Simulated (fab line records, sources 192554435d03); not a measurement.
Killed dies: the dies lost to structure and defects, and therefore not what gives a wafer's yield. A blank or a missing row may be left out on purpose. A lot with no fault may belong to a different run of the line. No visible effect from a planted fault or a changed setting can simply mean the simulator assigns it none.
Matching of chambers    flow n5 finfet    pecvd-03 running N5_BEOL_M14_DEP_53: 3 sister chambers
The step deposits SiCN from 3MS/NH3, target thk 50 nm, time 17.8 s. 3 wafers are shown with their chamber, then 8 later ones without.

WAFERS, EACH WITH ITS CHAMBER
wafer   chamber  throttle valve pct (%)
L082.3  2        16.9
L085.1  0        17.9
L091.1  1        17.0

WAFERS WITHOUT THEIR CHAMBER
wafer   throttle valve pct (%)
L091.3  16.9
L091.6  16.8
L092.1  17.2
L092.2  18.2
L092.5  16.8
L096.1  17.0
L096.3  18.1
L096.5  18.2

WHICH CHAMBER EACH WENT THROUGH
wafer   from the rows above      in truth
L091.3  can't be placed: 2 or 1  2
L091.6  can't be placed: 2 or 1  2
L092.1  can't be placed: 1 or 2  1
L092.2  0                        0
L092.5  can't be placed: 2 or 1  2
L096.1  can't be placed: 1 or 2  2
L096.3  0                        0
L096.5  0                        0
Correctly placed: 3 of 8. From these rows, 5 cannot be placed; in 5 the true chamber is one of the candidates. Placed wrongly: 0.
How it was worked out, from the rows above alone: a wafer's distance from a chamber is the root of the sum, over the readings, of the square of ((its reading less the chamber's mean) divided by the reading's scatter). If the next closest chamber is less than 2 further off than the closest, the wafer can't be placed; otherwise it belongs to the closest. For every chamber, the mean is computed from those of its wafers that are shown. The scatter: root of mean squared gap, hidden wafer to nearest shown wafer, with one shown wafer a chamber.
